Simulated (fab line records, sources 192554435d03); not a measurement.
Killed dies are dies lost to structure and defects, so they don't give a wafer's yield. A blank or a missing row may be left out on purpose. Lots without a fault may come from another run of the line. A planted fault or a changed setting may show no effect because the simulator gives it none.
Chamber matching | flow n5_finfet | N5_BEOL_M14_STRIP_37 on rie_diel-04: 4 sister chambers
The step strips in O2. 4 wafers are shown with their chamber, then 11 later ones without.

WAFERS WITH THEIR CHAMBER
wafer  | chamber | showerhead_plenum_p_Torr (Torr)
L089.6 | 2       | 2.11
L090.1 | 1       | 2.12
L090.4 | 3       | 2.15
L091.4 | 0       | 2.23

WAFERS WITHOUT THEIR CHAMBER
wafer  | showerhead_plenum_p_Torr (Torr)
L091.5 | 2.12
L091.6 | 2.15
L093.1 | 2.15
L093.2 | 2.11
L093.5 | 2.14
L095.4 | 2.11
L095.5 | 2.10
L095.6 | 2.11
L096.3 | 2.14
L096.5 | 2.11
L096.6 | 2.23

WHICH CHAMBER EACH WENT THROUGH
wafer  | from the rows above     | in truth
L091.5 | can't be placed: 1 or 2 | 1
L091.6 | 3                       | 3
L093.1 | 3                       | 3
L093.2 | can't be placed: 2 or 1 | 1
L093.5 | can't be placed: 3 or 1 | 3
L095.4 | can't be placed: 2 or 1 | 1
L095.5 | can't be placed: 2 or 1 | 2
L095.6 | can't be placed: 2 or 1 | 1
L096.3 | can't be placed: 3 or 1 | 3
L096.5 | can't be placed: 2 or 1 | 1
L096.6 | 0                       | 0
Placed correctly: 3 of 11. Can't be placed from these rows: 8 (the true chamber is among the candidates in 8). Placed wrongly: 0.
How it was worked out, from the rows above alone: a wafer's distance from a chamber is the root of the sum, over the readings, of the square of ((its reading less the chamber's mean) divided by the reading's scatter). The wafer belongs to the nearest chamber; if the next one is less than 2 further off, it can't be placed. A chamber's mean is the mean of its shown wafers. The scatter: with one shown wafer a chamber, the root of the mean of the squares of how far each hidden wafer lies from its nearest shown one.
